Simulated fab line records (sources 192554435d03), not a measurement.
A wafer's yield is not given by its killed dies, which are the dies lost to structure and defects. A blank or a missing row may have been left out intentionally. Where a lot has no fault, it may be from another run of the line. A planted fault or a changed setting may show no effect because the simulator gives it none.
Matching of chambers / flow n5Finfet / N5_BEOL_M1_PRE_CLEAN_60 on cvdCo-02: 3 sister chambers
The step time 15 s. 6 wafers are shown with their chamber, then 12 later ones without.

== WAFERS, EACH WITH ITS CHAMBER ==
wafer=L084.2; chamber=0; heaterPowerW (W)=76
wafer=L088.3; chamber=1; heaterPowerW (W)=95
wafer=L088.6; chamber=2; heaterPowerW (W)=68
wafer=L091.4; chamber=0; heaterPowerW (W)=75
wafer=L091.5; chamber=2; heaterPowerW (W)=69
wafer=L091.6; chamber=1; heaterPowerW (W)=96

== WAFERS WITHOUT THEIR CHAMBER ==
wafer=L094.1; heaterPowerW (W)=96
wafer=L094.3; heaterPowerW (W)=68
wafer=L094.5; heaterPowerW (W)=95
wafer=L096.3; heaterPowerW (W)=96
wafer=L096.5; heaterPowerW (W)=77
wafer=L096.6; heaterPowerW (W)=95
wafer=L095.3; heaterPowerW (W)=69
wafer=L095.4; heaterPowerW (W)=95
wafer=L095.5; heaterPowerW (W)=68
wafer=L097.1; heaterPowerW (W)=97
wafer=L097.2; heaterPowerW (W)=68
wafer=L097.6; heaterPowerW (W)=98

== WHICH CHAMBER EACH WENT THROUGH ==
wafer=L094.1; from the rows above=1; in truth=1
wafer=L094.3; from the rows above=2; in truth=2
wafer=L094.5; from the rows above=1; in truth=1
wafer=L096.3; from the rows above=1; in truth=1
wafer=L096.5; from the rows above=0; in truth=0
wafer=L096.6; from the rows above=1; in truth=1
wafer=L095.3; from the rows above=2; in truth=2
wafer=L095.4; from the rows above=1; in truth=1
wafer=L095.5; from the rows above=2; in truth=2
wafer=L097.1; from the rows above=1; in truth=1
wafer=L097.2; from the rows above=2; in truth=2
wafer=L097.6; from the rows above=1; in truth=1
Placed correctly: 12 of 12. Number that these rows cannot place: 0. Placed wrongly: 0.
How it was worked out, from the rows above alone: a wafer's distance from a chamber is the root of the sum, over the readings, of the square of ((its reading less the chamber's mean) divided by the reading's scatter). If the next closest chamber is less than 2 further off than the closest, the wafer can't be placed; otherwise it belongs to the closest. The mean given for a chamber averages the wafers shown for that chamber. The scatter: the root of (the sum of the squares of (reading less its chamber's mean) over the shown wafers, divided by (wafers less chambers)).
